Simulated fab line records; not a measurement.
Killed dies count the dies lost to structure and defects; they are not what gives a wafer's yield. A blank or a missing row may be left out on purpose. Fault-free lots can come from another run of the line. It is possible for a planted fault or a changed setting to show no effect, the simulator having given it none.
Chamber matching	flow n5_finfet	cmp-01 running N5_ILD0_CMP_12: 4 sister chambers
The step polishes SiNx, stops on poly-Si, t overpolish 6 s, target thk 17.67 nm. 16 wafers are shown with their chamber, then 8 later ones without.

WAFERS, EACH WITH ITS CHAMBER
wafer	chamber	motor_current_A (A)	time_to_endpoint_s (s)	overpolish_run_s (s)
L076.4	0	10.1	32	6.019
L076.5	1	8.4	32	6.000
L076.6	0	9.5	33	6.019
L087.1	0	9.6	35	6.000
L087.2	3	8.6	29	6.004
L087.4	2	9.0	31	6.000
L088.1	3	9.1	26	5.997
L088.3	0	9.6	29	6.009
L088.5	0	9.6	30	5.991
L091.2	3	9.3	27	5.987
L091.3	1	8.1	30	5.997
L091.4	0	9.9	33	6.008
L092.2	2	9.3	32	5.994
L092.4	1	8.3	33	6.011
L092.6	3	8.7	25	5.997
L093.1	1	8.5	29	5.997

SIGNATURES (averages over the wafers above)
reading	chamber 0	chamber 1	chamber 2	chamber 3	scatter within a chamber
motor_current_A	9.717	8.325	9.150	8.925	0.246
time_to_endpoint_s	32.00	31.00	31.50	26.75	1.9
overpolish_run_s	6.00767	6.00125	5.99700	5.99625	0.00863
Rule: a wafer's distance from a chamber is the root of the sum, over the readings, of the square of ((its reading less the chamber's mean) divided by the reading's scatter). If the next closest chamber is less than 2 further off than the closest, the wafer can't be placed; otherwise it belongs to the closest. How the scatter is found: for the shown wafers, subtract from each reading the mean of its chamber, square and add these, divide the total by (wafers less chambers), then take the root.

WAFERS WHOSE CHAMBER IS MISSING
wafer	motor_current_A (A)	time_to_endpoint_s (s)	overpolish_run_s (s)
L093.5	10.0	30	6.010
L093.6	8.2	28	6.006
L096.1	10.2	31	6.007
L096.3	8.8	25	6.006
L096.5	8.8	26	5.985
L097.1	9.3	31	5.983
L097.4	9.8	31	6.002
L097.5	9.7	31	5.986

WHICH CHAMBER EACH WENT THROUGH
wafer	from the rows above	in truth
L093.5	0	0
L093.6	can't be placed: 1 or 3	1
L096.1	0	0
L096.3	3	3
L096.5	3	3
L097.1	can't be placed: 2 or 3 or 0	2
L097.4	can't be placed: 0 or 2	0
L097.5	can't be placed: 0 or 2 or 3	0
4 of 8 placed correctly. From these rows, 4 cannot be placed; in 4 the true chamber is one of the candidates. 0 placed wrongly.
